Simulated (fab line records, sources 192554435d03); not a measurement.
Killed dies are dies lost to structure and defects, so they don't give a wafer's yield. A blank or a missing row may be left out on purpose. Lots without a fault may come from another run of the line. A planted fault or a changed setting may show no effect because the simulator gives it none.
Problem report in the 8D (eight disciplines) form, filled by code | flow n5_finfet | the parts of the form that need people (team, actions taken, sign-off) are left out

1. THE PROBLEM
exposure_dose_mJ_cm2 at N5_BEOL_M5_EXPOSE_08 reads a mean of 36.39 on 6 wafers of 2 lots; wafers without a fault read 35.73 with a standard deviation of 0.038. That is +17 standard deviations from the usual mean.
The step: exposes mask M5, target cd 28 nm.
First seen on wafer L312.3, day 10 19:41, on euv_scanner-01. The record holds 17 wafers of 6 lots with a number at this step. Rule for "out", or "out of limits": more than 4 standard deviations from the usual mean. The other wafers with a number count as sound.

2. WHAT IT IS AND WHAT IT IS NOT
question                    | is                     | is not
which readings at this step | exposure_dose_mJ_cm2   | -
which lots                  | L312, L313             | L301, L308, L320, L321
which wafers of those lots  | all that have a number | -
read on which tools         | euv_scanner-01         | euv_scanner-02
when                        | from day 10 19:41      | up to then (6 sound wafers); but 5 sound wafers of L320, L321 came after

3. SUSPECTS, AND WHAT RULES EACH OUT
Counting: a tool at a process step up to the reading stays a suspect if it ran every lot that is out and no sound lot after the first of them.
- pecvd-04 at N5_BEOL_M5_ILD_DEP_00 (deposits SiCOH lowk from DEMS/porogen, target thk 140.64 nm, time 25.9 s): kept. It ran every lot that is out, first L312 (day 10 14:15), and no sound lot after that.
- euv_scanner-01 at N5_BEOL_M5_EXPOSE_08 (exposes mask M5, target cd 28 nm): kept. It ran every lot that is out, first L312 (day 10 19:41), and no sound lot after that; its last sound lot up to then is L301 (day 7 18:55). Its own readings are out on those wafers: exposure_dose_mJ_cm2.
Left after counting: pecvd-04 at N5_BEOL_M5_ILD_DEP_00, euv_scanner-01 at N5_BEOL_M5_EXPOSE_08.

4. THE CAUSE (what the simulator had put in)
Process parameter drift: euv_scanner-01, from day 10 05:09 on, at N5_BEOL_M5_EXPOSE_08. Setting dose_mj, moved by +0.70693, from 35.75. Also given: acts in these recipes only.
Counting left 2 suspects, and this tool is among them.

5. THE CHAIN OF EFFECTS, in route order
Each row: a reading whose mean over the struck wafers that have a number lies more than 3 standard deviations from the usual. Only readings for which the record gives a usual standard deviation are gone through. hours: the time from each lot's start at the first step in this table that gives one to its start at this step, as a median over the lots. sigmas: the change in usual standard deviations.
hours | step                 | reading              | usual | on struck wafers | change | sigmas
0     | N5_BEOL_M5_EXPOSE_08 | exposure_dose_mJ_cm2 | 35.73 | 36.39            | +0.66  | +17
The process steps in it:
- N5_BEOL_M5_EXPOSE_08: exposes mask M5, target cd 28 nm.
Later measuring or inspecting steps at which every struck wafer that the step has a row for has a number for every such reading, and none has moved that far: N5_BEOL_M5_CD_MEAS_11, N5_BEOL_M5_OVL_MEAS_12, N5_BEOL_M5_INSPECT_13.

6. WHAT WOULD HAVE CAUGHT IT SOONER
In this record the first reading out of limits was taken at day 10 19:41, 15 hours after the fault began at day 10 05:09.
